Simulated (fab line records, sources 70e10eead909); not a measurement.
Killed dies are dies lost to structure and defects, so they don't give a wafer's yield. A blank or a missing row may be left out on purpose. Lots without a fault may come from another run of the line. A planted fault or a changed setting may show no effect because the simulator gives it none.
fab line records | flow nand_harc
record lots=6 wafers=15 last_day=24
route steps=1159 shown A_CONTACT@847 END@1159
lots that met no fault: from a run of the same line without faults
start_h: hours from the record's first day to the start of the lot's first wafer shown | wait_h: hours since the lot's step before | " the same as in the row above | L1.1+2: a row that stands for several wafers | - no value, or no start given | * or withheld: withheld | < > ~ a bound
route shown NAME@n: a module of which the file shows steps, and the number in the route of the first | usual: mean/standard deviation of fault-free wafers | same: alike in all rows | chamber/n: place in a boat | sites: the reading at each site | _std_site: their standard deviation | _edge_site: outer sites' mean less inner sites' | radius_mm: how far each site lies from the wafer's centre | mask NAME#n: copy n | behind: the tool/chamber that last shaped the wafer | hold: why the lot was held/for how many hours/how that ended | device: the transistor (n, p or np) that didn't switch | end of line: the same wafers' tests at the end of the route | a step without rows: its recipe alone | killed: dies lost to structure and defects at the first sort, not the wafer's yield | map: a wafer's dies, x killed, . not, _ none there
set.NAME: the setting as run; set.NAME@STEP: as run at that earlier step | model.NAME: the simulator's own value behind a step, which no gauge read
lots at some steps of the route; a table a step, a row a wafer
services: from which hour (start_h, from the record's first day; less than 0 if before it) a tool's chamber was out of use, for how many hours, and why
## steps
# step NHARC_A_CONTACT_COAT_35
# recipe temp_c=225 time_s=65
# step NHARC_A_CONTACT_COAT_36
# recipe spin_rpm=1500 resist_thk_nm=90
# step NHARC_A_CONTACT_SOFTBAKE_37
# recipe temp_c=105 time_s=55
# step NHARC_A_CONTACT_EBR_38
# step NHARC_A_CONTACT_EXPOSE_39
# recipe na=1.35 sigma_outer=0.8 dose_mj=58.79 mask_id=A_CC_3
# step NHARC_A_CONTACT_PEB_40
# recipe peb_temp_c=100 peb_time_s=65
# step NHARC_A_CONTACT_DEVELOP_41
# recipe develop_time_s=35 dev_temp_c=23
# step NHARC_A_CONTACT_CD_MEAS_42
# recipe target_cd_nm=200 landing_energy_ev=500
# usual cd_nm=200.1/0.7
# columns lot.wafer tool chamber start_h wait_h cd_nm
L865.1 cd_sem-02 0 400.14 - 201.0
L865.3 " 0 " " 199.9
L865.4 " 0 " " 199.5
L867.1 cd_sem-02 0 406.10 - 200.2
L867.2 " 0 " " 199.2
L867.4 " 0 " " 200.7
L874.2 cd_sem-03 0 461.92 - 200.4
L874.5 " 0 " " 200.6
L878.4 cd_sem-03 0 466.73 - 200.6
L881.1 cd_sem-03 0 502.17 - 198.8
L881.2 " 0 " " 198.3
L881.4 " 0 " " 199.6
L883.4 cd_sem-01 0 507.37 - 200.2
L883.5 " 0 " " 199.0
L883.6 " 0 " " 200.7
# step NHARC_A_CONTACT_OVL_MEAS_43
# usual overlay_x_nm=-0.3/0.72 overlay_y_nm=-0.2/0.85
# columns lot.wafer tool chamber start_h wait_h overlay_x_nm overlay_y_nm
L865.1 overlay-02 - 400.22 - 1.0 -1.2
L865.3 " - " " 1.1 -0.8
L865.4 " - " " 0.9 -1.0
L867.1 overlay-02 - 406.19 - 0.0 0.3
L867.2 " - " " 0.2 -0.3
L867.4 " - " " 0.1 0.0
L874.2 overlay-02 - 462.00 - 0.1 0.1
L874.5 " - " " -0.7 0.0
L878.4 overlay-02 - 466.81 - 0.1 -1.6
L881.1 overlay-02 - 502.26 - 0.1 0.5
L881.2 " - " " -0.3 0.4
L881.4 " - " " 0.2 0.3
L883.4 overlay-02 - 507.45 - -0.1 0.0
L883.5 " - " " 0.5 -0.5
L883.6 " - " " -0.1 -0.7
# step NHARC_A_CONTACT_INSPECT_44
# usual raw_defect_count=26/12
# columns lot.wafer tool chamber start_h wait_h raw_defect_count
L865.1 defect_inspect-02 - 400.26 0.0 30
L865.3 " - " " 16
L865.4 " - " " 27
L867.1 defect_inspect-01 - 406.23 0.0 29
L867.2 " - " " 25
L867.4 " - " " 26
L874.2 defect_inspect-02 - 462.04 0.0 23
L874.5 " - " " 25
L878.4 defect_inspect-02 - 466.85 0.0 24
L881.1 defect_inspect-01 - 502.29 0.0 16
L881.2 " - " " 16
L881.4 " - " " 17
L883.4 defect_inspect-02 - 507.50 0.1 43
L883.5 " - " " 35
L883.6 " - " " 45
# step NHARC_A_CONTACT_DESCUM_47
# recipe time_s=3 o2_flow_sccm=200 ar_flow_sccm=0 bias_power_w=0 chemistry=O2
# step NHARC_A_CONTACT_ETCH_48
# recipe target_depth_a=390 over_etch_frac=0.3 time_s=65 ion_energy_ev=80 cf4_flow_sccm=150 ar_flow_sccm=0 rf_w=300 bias_w=100 chemistry=CF4
# step NHARC_A_CONTACT_ETCH_49
# recipe target_depth_a=2600 over_etch_frac=0.3 time_s=475.3 ion_energy_ev=200 n2_flow_sccm=150 h2_flow_sccm=150 ar_flow_sccm=0 rf_w=400 bias_w=150 chemistry=N2/H2
# usual drypump_motor_current_A=5.5/0.53 n2_flow_sccm=150.0/0.48 oes_product_au=1.002/0.0092 rf_vpp_V=430.1/1.8 showerhead_plenum_p_Torr=2.03/0.059 throttle_valve_pct=14.172/0.009
# columns lot.wafer tool chamber start_h wait_h drypump_motor_current_A n2_flow_sccm oes_product_au rf_hours_counter_h rf_vpp_V showerhead_plenum_p_Torr throttle_valve_pct
L865.4 rie_diel-02 0 400.58 - 4.7 149.3 1.000 14 431.7 2.10 14.173
L865.1 " 1 " " 5.4 150.5 1.000 14 429.0 2.01 14.180
L865.3 " 2 " " 5.4 149.6 1.019 14 429.6 2.01 14.172
L867.1 rie_diel-02 0 406.76 - 4.7 150.0 0.995 15 432.6 2.10 14.184
L867.2 " 1 " " 5.3 149.3 0.997 15 429.2 2.00 14.178
L867.4 " 2 " " 5.4 150.0 1.005 15 429.2 2.01 14.168
L874.2 rie_diel-02 0 462.38 - 4.7 150.3 1.008 26 431.9 2.09 14.168
L874.5 " 2 " " 5.4 149.5 1.017 - 428.2 2.00 14.178
L878.4 rie_diel-02 0 467.16 - 4.7 149.6 1.006 27 432.3 2.09 14.182
L881.1 rie_diel-03 3 502.59 - 6.7 150.7 1.010 41 429.5 1.99 14.174
L881.2 " 0 " " 5.6 150.0 1.001 39 430.8 2.10 14.160
L881.4 " 1 " " 4.9 149.2 1.007 28 431.5 2.08 14.173
L883.4 rie_diel-03 1 507.91 - 4.9 149.1 1.010 29 430.5 2.08 14.174
L883.5 " 3 " " 6.8 150.0 1.009 - 428.7 1.99 14.180
L883.6 " 0 " " 5.6 150.2 1.004 - 432.7 2.10 14.166
# step NHARC_A_CONTACT_ETCH_50
# recipe target_depth_a=847 time_s=42.4 cf4_flow_sccm=100 chf3_flow_sccm=30 ar_flow_sccm=0 rf_w=500 bias_w=200 chemistry=CF4/CHF3
# step NHARC_A_CONTACT_ETCH_51
# recipe target_depth_a=36000 over_etch_frac=0.3 time_s=936 ion_energy_ev=150 o2_flow_sccm=400 cos_flow_sccm=20 ar_flow_sccm=0 rf_w=500 bias_w=300 chemistry=O2/COS
# step NHARC_A_CONTACT_ETCH_111
# recipe source_w=withheld pressure_mtorr=20 bias_v=withheld time_s=140 target_depth_a=7000 ar_flow_sccm=withheld c4f8_flow_sccm=withheld o2_flow_sccm=withheld chemistry=C4F8/O2/Ar
# usual oes_air_line_au=1.000/0.02
# columns lot.wafer tool chamber start_h wait_h oes_air_line_au rf_hours_counter_h
L865.1 har_cap_etch-03 1 401.75 - 0.968 85
L865.4 " 0 " " 1.007 -
L865.3 " 1 " " 0.992 -
L867.2 har_cap_etch-01 1 407.80 - 0.986 63
L867.1 " 0 " " 0.973 63
L867.4 " 0 " " 0.961 -
L874.2 har_cap_etch-02 0 463.36 - 1.006 24
L874.5 " 1 " " 0.953 -
L878.4 har_cap_etch-03 0 468.24 - 1.020 -
L881.2 har_cap_etch-03 1 503.66 - 1.010 102
L881.1 " 0 " " 0.975 102
L881.4 " 1 " " 0.961 -
L883.4 har_cap_etch-01 1 509.27 - 0.981 -
L883.5 " 0 " " 0.986 -
L883.6 " 1 " " 0.995 -
# step NHARC_A_CONTACT_ETCH_112
# recipe source_w=withheld pressure_mtorr=20 bias_v=3000 time_s=94 target_depth_a=9220 ar_flow_sccm=withheld c4f8_flow_sccm=withheld o2_flow_sccm=withheld chemistry=C4F8/O2/Ar
# step NHARC_A_CONTACT_ETCH_113
# recipe source_w=withheld pressure_mtorr=20 bias_v=3000 time_s=94 target_depth_a=9220 ar_flow_sccm=withheld c4f8_flow_sccm=withheld o2_flow_sccm=withheld chemistry=C4F8/O2/Ar
# step NHARC_A_CONTACT_ETCH_114
# recipe source_w=withheld pressure_mtorr=20 bias_v=3000 time_s=94 target_depth_a=9220 ar_flow_sccm=withheld c4f8_flow_sccm=withheld o2_flow_sccm=withheld chemistry=C4F8/O2/Ar
# step NHARC_A_CONTACT_ETCH_115
# recipe source_w=withheld pressure_mtorr=20 bias_v=3000 time_s=94 target_depth_a=9220 ar_flow_sccm=withheld c4f8_flow_sccm=withheld o2_flow_sccm=withheld chemistry=C4F8/O2/Ar
# step NHARC_A_CONTACT_ETCH_116
# recipe source_w=withheld pressure_mtorr=20 bias_v=3000 time_s=94 target_depth_a=9220 ar_flow_sccm=withheld c4f8_flow_sccm=withheld o2_flow_sccm=withheld chemistry=C4F8/O2/Ar
# step NHARC_A_CONTACT_ETCH_117
# recipe source_w=withheld pressure_mtorr=20 bias_v=3000 time_s=94 target_depth_a=9220 ar_flow_sccm=withheld c4f8_flow_sccm=withheld o2_flow_sccm=withheld chemistry=C4F8/O2/Ar
# step NHARC_A_CONTACT_ETCH_118
# recipe source_w=withheld pressure_mtorr=20 bias_v=3000 time_s=94 target_depth_a=9220 ar_flow_sccm=withheld c4f8_flow_sccm=withheld o2_flow_sccm=withheld chemistry=C4F8/O2/Ar
# step NHARC_A_CONTACT_ETCH_119
# recipe source_w=withheld pressure_mtorr=20 bias_v=3000 time_s=94 target_depth_a=9220 ar_flow_sccm=withheld c4f8_flow_sccm=withheld o2_flow_sccm=withheld chemistry=C4F8/O2/Ar
# step NHARC_A_CONTACT_ETCH_120
# recipe source_w=withheld pressure_mtorr=20 bias_v=3000 time_s=94 target_depth_a=9220 ar_flow_sccm=withheld c4f8_flow_sccm=withheld o2_flow_sccm=withheld chemistry=C4F8/O2/Ar
# step NHARC_A_CONTACT_ETCH_121
# recipe source_w=withheld pressure_mtorr=20 bias_v=3000 time_s=94 target_depth_a=9220 ar_flow_sccm=withheld c4f8_flow_sccm=withheld o2_flow_sccm=withheld chemistry=C4F8/O2/Ar
# usual oes_air_line_au=1.003/0.02
# columns lot.wafer tool chamber start_h wait_h oes_air_line_au rf_hours_counter_h
L865.1 har_cap_etch-03 1 402.75 0.1 0.953 86
L865.4 " 0 " " 1.019 -
L865.3 " 1 " " 0.978 -
L867.2 har_cap_etch-01 1 408.82 0.1 0.994 64
L867.1 " 0 " " 1.013 64
L867.4 " 0 " " 0.999 -
L874.2 har_cap_etch-02 0 464.38 0.1 0.984 25
L874.5 " 1 " " 0.989 -
L878.4 har_cap_etch-03 0 469.22 0.1 1.009 -
L881.2 har_cap_etch-03 1 504.69 0.1 0.993 103
L881.1 " 0 " " 1.002 103
L881.4 " 1 " " 0.992 -
L883.4 har_cap_etch-01 1 510.23 0.1 1.001 -
L883.5 " 0 " " 1.018 -
L883.6 " 1 " " 1.004 -
# step NHARC_A_CONTACT_ETCH_122
# recipe source_w=withheld pressure_mtorr=20 bias_v=3000 time_s=95 target_depth_a=9300 ar_flow_sccm=withheld c4f8_flow_sccm=withheld o2_flow_sccm=withheld chemistry=C4F8/O2/Ar
# step NHARC_A_CONTACT_ETCH_123
# recipe source_w=withheld pressure_mtorr=20 bias_v=400 time_s=253 target_depth_a=10900 ar_flow_sccm=withheld c4f8_flow_sccm=11.5 o2_flow_sccm=7.2 chemistry=C4F8/O2/Ar
# usual oes_air_line_au=1.002/0.023
# columns lot.wafer tool chamber start_h wait_h oes_air_line_au rf_hours_counter_h
L865.1 har_cap_etch-03 1 402.97 0.1 1.018 86
L865.4 " 0 " " 1.006 -
L865.3 " 1 " " 1.031 -
L867.2 har_cap_etch-01 1 409.00 0.1 0.980 64
L867.1 " 0 " " 1.004 64
L867.4 " 0 " " 1.009 -
L874.2 har_cap_etch-02 0 464.56 0.1 1.030 25
L874.5 " 1 " " 1.002 -
L878.4 har_cap_etch-03 0 469.48 0.2 0.984 -
L881.2 har_cap_etch-03 1 504.87 0.1 1.028 103
L881.1 " 0 " " 1.015 103
L881.4 " 1 " " 0.995 -
L883.4 har_cap_etch-01 1 510.53 0.2 0.967 -
L883.5 " 0 " " 1.019 -
L883.6 " 1 " " 0.990 -
# step NHARC_A_CONTACT_ETCH_90
# recipe target_depth_a=400 over_etch_frac=0.5 time_s=85.7 ion_energy_ev=120 ch3f_flow_sccm=50 o2_flow_sccm=30 ar_flow_sccm=200 rf_w=500 bias_w=100 chemistry=CH3F/O2
# step NHARC_A_CONTACT_ETCH_96
# recipe target_depth_a=200 over_etch_frac=0.5 time_s=10 ion_energy_ev=250 c4f6_flow_sccm=25 o2_flow_sccm=20 ar_flow_sccm=500 rf_w=600 bias_w=500 chemistry=C4F6/O2
# step NHARC_A_CONTACT_CD_MEAS_53
# usual cd_nm=189.6/0.78
# columns lot.wafer tool chamber start_h wait_h cd_nm
L865.1 cd_sem-01 - 403.73 - 190.2
L865.3 " - " " 189.0
L865.4 " - " " 190.4
L867.1 cd_sem-01 - 409.86 - 189.5
L867.2 " - " " 189.7
L867.4 " - " " 188.9
L874.2 cd_sem-03 - 465.38 - 188.7
L874.5 " - " " 188.3
L878.4 cd_sem-01 - 470.38 - 189.4
L881.1 cd_sem-02 - 505.72 - 191.2
L881.2 " - " " 190.0
L881.4 " - " " 190.7
L883.4 cd_sem-03 - 511.28 - 188.2
L883.5 " - " " 187.0
L883.6 " - " " 188.2
# step NHARC_A_CONTACT_STRIP_99
# recipe n2_flow_sccm=150 h2_flow_sccm=150 ar_flow_sccm=0 bias_w=0 chemistry=N2/H2
# step NHARC_A_CONTACT_STRIP_100
# recipe cf4_flow_sccm=100 chf3_flow_sccm=30 ar_flow_sccm=0 bias_w=0 chemistry=CF4/CHF3
# step NHARC_A_CONTACT_STRIP_101
# recipe o2_flow_sccm=400 cos_flow_sccm=20 ar_flow_sccm=0 bias_w=0 chemistry=O2/COS
# step NHARC_A_CONTACT_ETCH_102
# recipe target_depth_a=700 overetch_a=70 time_s=38.5 ion_energy_ev=100 cf4_flow_sccm=80 o2_flow_sccm=20 ar_flow_sccm=0 rf_w=300 bias_w=100 chemistry=CF4/O2
# usual drypump_motor_current_A=5.6/0.56 oes_f_703_au=1.000/0.0039 oes_product_au=1.001/0.0082 rf_vpp_V=197.6/1.2 showerhead_plenum_p_Torr=1.33/0.042 throttle_valve_pct=13.396/0.009
# columns lot.wafer tool chamber start_h wait_h drypump_motor_current_A oes_f_703_au oes_product_au rf_hours_counter_h rf_vpp_V showerhead_plenum_p_Torr throttle_valve_pct
L865.1 rie_diel-02 3 404.03 0.1 5.7 0.994 0.993 14 196.4 1.29 13.403
L865.3 " 0 " " 4.7 0.997 0.985 15 197.0 1.37 13.396
L865.4 " 1 " " 5.3 0.998 0.997 15 197.4 1.31 13.408
L867.2 rie_diel-02 3 410.16 0.1 5.7 1.001 0.989 17 196.9 1.29 13.393
L867.1 " 1 " " 5.4 1.004 1.008 17 198.2 1.31 13.404
L867.4 " 2 " " 5.3 1.000 1.017 17 197.4 1.32 13.377
L874.2 rie_diel-02 3 465.68 0.1 5.7 0.998 0.989 26 196.9 1.28 13.392
L874.5 " 2 " " 5.4 0.993 0.994 - 196.8 1.31 13.395
L878.4 rie_diel-03 3 470.96 0.1 6.7 0.997 1.013 30 198.0 1.30 13.400
L881.2 rie_diel-03 3 506.01 0.1 6.7 1.001 0.993 41 198.2 1.30 13.413
L881.1 " 0 " " 5.6 1.001 1.005 40 199.0 1.37 13.403
L881.4 " 1 " " 4.9 0.997 1.015 29 197.7 1.36 13.386
L883.4 rie_diel-11 2 511.58 0.1 5.6 1.000 0.999 54 196.1 1.24 13.414
L883.6 " 0 " " 6.1 1.002 0.984 - 197.1 1.29 13.397
L883.5 " 1 " " 6.4 1.000 0.989 - 198.5 1.35 13.404
# step NHARC_A_CONTACT_STRIP_55
# recipe o2_flow_sccm=500 ar_flow_sccm=0 bias_w=0 chemistry=O2
# step NHARC_A_CONTACT_STRIP_56
# recipe time_s=600 temp_c=30 chemistry=post_etch_residue_remover
# step NHARC_A_CONTACT_DEP_57
# recipe target_thk_a=28000 temp_c=400 material=aC
# usual throttle_valve_pct=35.000/0.0094
# columns lot.wafer tool chamber start_h wait_h throttle_valve_pct
L865.1 acl_dep-02 0 404.69 - 35.009
L865.3 " 0 " " 35.002
L865.4 " 0 " " 34.998
L867.1 acl_dep-01 0 411.64 - 35.000
L867.2 " 0 " " 34.986
L867.4 " 0 " " 34.996
L874.2 acl_dep-03 0 466.81 - 35.004
L874.5 " 0 " " 35.002
L878.4 acl_dep-03 0 472.50 - 35.002
L881.1 acl_dep-02 0 508.01 - 34.997
L881.2 " 0 " " 35.020
L881.4 " 0 " " 35.010
L883.4 acl_dep-02 0 513.09 - 35.002
L883.5 " 0 " " 35.018
L883.6 " 0 " " 35.003
# step NHARC_A_CONTACT_DEP_58
# recipe target_thk_a=600 target_thk_nm=60 temp_c=400 pressure_torr=3.5 flow_sccm=200 rf_w=350 material=SiON
# step NHARC_A_CONTACT_DEHYDRATE_59
# recipe temp_c=150 time_s=120
# step NHARC_A_CONTACT_HMDS_60
# recipe time_s=30
# step NHARC_A_CONTACT_COAT_61
# recipe temp_c=260 time_s=75
# step NHARC_A_CONTACT_DESCUM_74
# recipe time_s=3 o2_flow_sccm=200 ar_flow_sccm=0 bias_power_w=0 chemistry=O2
# usual drypump_motor_current_A=5.5/0.56 oes_product_au=1.000/0.0098 rf_vpp_V=57.8/0.86 showerhead_plenum_p_Torr=1.90/0.061 throttle_valve_pct=11.310/0.0093
# same bias_power_w=0
# columns lot.wafer tool chamber start_h wait_h hold drypump_motor_current_A oes_product_au rf_hours_counter_h rf_vpp_V showerhead_plenum_p_Torr throttle_valve_pct
L865.4 rie_diel-02 0 407.55 0.4 - 4.7 0.992 16 58.6 1.96 11.302
L865.3 " 1 " " - 5.3 0.997 16 56.5 1.88 11.321
L865.1 " 2 " " - 5.4 1.006 15 58.9 1.88 11.316
L867.1 rie_diel-02 3 414.32 0.1 - 5.7 0.993 17 56.8 1.84 11.304
L867.4 " 0 " " - 4.7 1.001 17 58.9 1.96 11.328
L867.2 " 1 " " - 5.3 1.007 17 57.7 1.88 11.319
L874.2 rie_diel-11 0 472.09 2.4 await_dispo/2.4h/release 6.1 0.992 37 57.3 1.86 11.291
L874.5 " 1 " " await_dispo/2.4h/release 6.4 0.989 - 57.7 1.95 11.296
L878.4 rie_diel-11 1 477.55 3.1 await_dispo/2.8h/release 6.4 0.994 - 56.7 1.95 11.319
L881.1 rie_diel-03 1 510.97 0.4 - 4.9 1.013 31 59.6 1.95 11.303
L881.2 " 2 " " - 5.6 1.009 44 58.9 1.99 11.318
L881.4 " 0 " " - 5.6 1.000 42 59.0 1.97 11.303
L883.4 rie_diel-03 2 515.04 0.2 - 5.6 1.000 46 59.4 1.99 11.306
L883.6 " 1 " " - 4.9 0.998 - 58.9 1.95 11.300
L883.5 " 2 " " - 5.6 0.995 - 57.2 1.99 11.314
# step NHARC_END_SORT_01
# recipe temp_c=25
# usual killed_at_array=26/10 killed_at_other=0.5/0.87 killed_at_periphery=3.0/2.5 killed_dies=29/11 killed_open=3.3/1.9 killed_short=1.8/1.5
# same gross_dies=677
# columns lot.wafer tool chamber start_h wait_h killed_at_array killed_at_other killed_at_periphery killed_dies killed_open killed_short
L865.1 prober-02 0 471.00 2.5 32 0 6 38 1 4
L865.3 prober-02 0 472.58 3.1 23 0 6 29 5 0
L865.4 prober-02 0 473.37 3.4 25 0 2 27 2 1
L874.2 prober-02 0 537.44 2.8 81 0 4 85 2 2
L874.5 prober-02 0 539.79 3.6 26 0 3 29 4 2
L878.4 prober-02 0 566.33 3.4 94 0 1 95 6 1
# killed by level:class
L865.1 A_CHANNEL_HOLE_D1:chamber_film_flake=18 A_SGD_CUT:chamber_film_flake=5 P_ZERO_WELL:chamber_film_flake=4 A_WL_FILL:geometric_particle:short=3 A_CHANNEL_FILL_D1:chamber_film_flake=3 A_CONTACT:chamber_film_flake=2 P_M2:geometric_particle:short=1 A_SGD_CUT:geometric_particle:open=1
L865.3 A_CHANNEL_HOLE_D1:chamber_film_flake=13 P_ZERO_WELL:chamber_film_flake=3 A_CONTACT:chamber_film_flake=3 A_CONTACT:geometric_particle:open=2 A_SGD_CUT:chamber_film_flake=2 P_GATE:geometric_particle:open=1 P_M0:geometric_particle:open=1 A_M1:geometric_particle:open=1
L865.4 A_CHANNEL_HOLE_D1:chamber_film_flake=15 A_CONTACT:chamber_film_flake=4 P_ZERO_WELL:chamber_film_flake=2 A_SGD_CUT:chamber_film_flake=2 A_SOURCE_PLATE:geometric_particle:short=1 A_WL_FILL:geometric_particle:open=1 A_CONTACT:geometric_particle:open=1 A_CHANNEL_FILL_D1:chamber_film_flake=1
L874.2 A_CONTACT:unspecified=66 A_CHANNEL_HOLE_D1:chamber_film_flake=10 P_GATE:chamber_film_flake=2 A_ONON_D1:geometric_particle:short=1 A_WL_FILL:geometric_particle:short=1 A_WL_FILL:geometric_particle:open=1 A_M0:geometric_particle:open=1 P_ZERO_WELL:chamber_film_flake=1
L874.5 A_CHANNEL_HOLE_D1:chamber_film_flake=14 A_STAIRCASE:chamber_film_flake=3 A_WL_FILL:geometric_particle:open=2 P_GATE:chamber_film_flake=2 A_CONTACT:chamber_film_flake=2 A_ONON_D1:geometric_particle:open=1 A_ONON_D1:geometric_particle:short=1 A_CHANNEL_HOLE_D1:geometric_particle:short=1
L878.4 A_CONTACT:unspecified=69 A_SLIT:chamber_film_flake=12 A_CHANNEL_HOLE_D1:chamber_film_flake=3 A_ONON_D1:geometric_particle:open=2 A_CONTACT:chamber_film_flake=2 A_CONTACT:geometric_particle:open=2 P_GATE:geometric_particle:open=1 A_M0:geometric_particle:open=1
# map L874.2 (x killed, . not)
____________.____________
_________......x_________
_______..........._______
______.............______
_____..............._____
____...........x.x...____
____.................____
___...x...............___
___...................___
__............x........__
__.....................__
_......................._
_......................._
_......................._
_...................x..._
_......................._
....x....................
.........................
...x...................x.
..................xxxxxxx
..................xxxxxxx
_..................xxxxx_
_.x...............xxxxxx_
_...x.............xxxxxx_
_......x..........xxxxxx_
_................xxxxxxx_
__................xxxxx__
__...............xxxxxx__
___...............xxxx___
___......xx........xxx___
____......x..x.....xx____
____..............x..____
_____...........x..._____
______....xx.......______
_______......x...._______
_________......._________
____________.____________
# map L878.4 (x killed, . not)
____________.____________
_________x......_________
_______..........._______
______.............______
_____..............._____
____.................____
____.................____
___.........x.........___
___...................___
__...................x.__
__.....................__
_..x...................._
_.xxx..................._
_..xx..................._
_..xxx.................._
_..x.x.................._
.....x..................x
..xx................x....
....................xxxx.
...........x.......x.xx..
..................xxxxxxx
_..................xxxxx_
_................xxxxxxx_
_...x...........xxxxxxxx_
_x...............xxxxxxx_
_..........x......xxxxxx_
__...x..........x.xxxxx__
__x.x..x.........xxxxxx__
___...............xxxx___
___................x.x___
____.............x...____
____................x____
_____..............._____
______.............______
_______......x...._______
_________......._________
____________.____________
## services
# columns tool chamber start_h hours kind
rie_diel-02 0 387.20 - clean
rie_diel-02 1 387.20 - clean
rie_diel-02 2 387.20 - clean
rie_diel-02 3 387.20 - clean
rie_diel-03 - 392.47 9.0 pm
rie_diel-02 - 406.24 0.3 repair
acl_dep-03 - 406.33 13.0 pm
har_cap_etch-03 - 407.80 0.5 repair
rie_diel-02 0 411.70 - clean
rie_diel-02 1 411.70 - clean
rie_diel-02 2 411.70 - clean
rie_diel-02 3 411.70 - clean
rie_diel-02 1 428.88 15.5 repair
rie_diel-02 0 436.20 - clean
rie_diel-02 2 436.20 - clean
rie_diel-02 3 436.20 - clean
rie_diel-02 0 460.70 - clean
rie_diel-02 1 460.70 - clean
rie_diel-02 2 460.70 - clean
rie_diel-02 3 460.70 - clean
rie_diel-11 2 473.71 9.0 repair
acl_dep-01 - 474.07 13.0 pm
rie_diel-11 3 504.03 5.2 repair
rie_diel-02 - 506.18 9.0 pm
## key
first_sign step=NHARC_END_SORT_01 reading=killed_at_array direction=up sigmas=6.2 usual=26 struck=88
effect step=NHARC_END_SORT_01 reading=killed_dies direction=up sigmas=5.7 usual=29 struck=90
more_kills_born_at NHARC_A_CONTACT_ETCH_49@rie_diel-02=135
met_at NHARC_A_CONTACT_ETCH_49
struck_wafers L874.2,L878.4
tester_left_out L874,L878
onset_between 406.76 462.38
fault kind=chamber_particle_source tool=rie_diel-02 chamber=0 onset_h=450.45 steps=NHARC_A_CONTACT_ETCH_49 rate_per_visit_cm2=0.92046 end_h=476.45
# tester_left_out: of these lots the tester's yield and bins aren't shown, on N5 and GAA mostly nor the transistor test; their killed dies are dies lost to structure and defects alone, not to doping, threshold or leakage, so they don't give the yield
